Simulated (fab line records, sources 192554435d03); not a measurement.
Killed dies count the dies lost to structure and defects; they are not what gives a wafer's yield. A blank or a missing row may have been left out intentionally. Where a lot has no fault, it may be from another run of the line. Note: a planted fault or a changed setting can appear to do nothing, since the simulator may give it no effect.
Chamber matching + flow n5-finfet + 4 sister chambers for N5_BEOL_M3_DESCUM_33 on rie-diel-06
The step chemistry O2, time 7 s. 8 wafers are shown with their chamber, then 8 later ones without.

## WAFERS PAIRED WITH THEIR CHAMBERS
| wafer  | chamber | showerhead-plenum-p-Torr (Torr) | throttle-valve-pct (%) |
|--------|---------|---------------------------------|------------------------|
| L080.1 | 2       | 2.03                            | 20.36                  |
| L080.3 | 0       | 2.08                            | 20.86                  |
| L079.2 | 3       | 1.98                            | 20.67                  |
| L079.3 | 2       | 2.03                            | 20.36                  |
| L086.3 | 3       | 1.98                            | 20.69                  |
| L086.4 | 0       | 2.07                            | 20.86                  |
| L086.5 | 1       | 2.10                            | 20.60                  |
| L088.1 | 1       | 2.10                            | 20.61                  |

## WAFERS MISSING THEIR CHAMBER
| wafer  | showerhead-plenum-p-Torr (Torr) | throttle-valve-pct (%) |
|--------|---------------------------------|------------------------|
| L088.3 | 2.07                            | 20.88                  |
| L088.6 | 1.98                            | 20.70                  |
| L092.4 | 2.10                            | 20.60                  |
| L092.5 | 1.97                            | 20.71                  |
| L092.6 | 2.07                            | 20.87                  |
| L097.4 | 2.02                            | 20.40                  |
| L097.5 | 1.97                            | 20.74                  |
| L097.6 | 2.07                            | 20.89                  |

## EACH ONE'S CHAMBER
| wafer  | from the rows above | in truth |
|--------|---------------------|----------|
| L088.3 | 0                   | 0        |
| L088.6 | 3                   | 3        |
| L092.4 | 1                   | 1        |
| L092.5 | 3                   | 3        |
| L092.6 | 0                   | 0        |
| L097.4 | 2                   | 2        |
| L097.5 | 3                   | 3        |
| L097.6 | 0                   | 0        |
Correctly placed: 8 of 8. Left unplaced by these rows: 0. Placed wrongly: 0.
How it was worked out, from the rows above alone: a wafer's distance from a chamber is the root of the sum, over the readings, of the square of ((its reading less the chamber's mean) divided by the reading's scatter). The wafer belongs to the nearest chamber; if the next one is less than 2 further off, it can't be placed. For every chamber, the mean is computed from those of its wafers that are shown. The scatter is the square root of a quotient: the sum, over the shown wafers, of each reading's squared deviation from its chamber's mean, divided by wafers minus chambers.
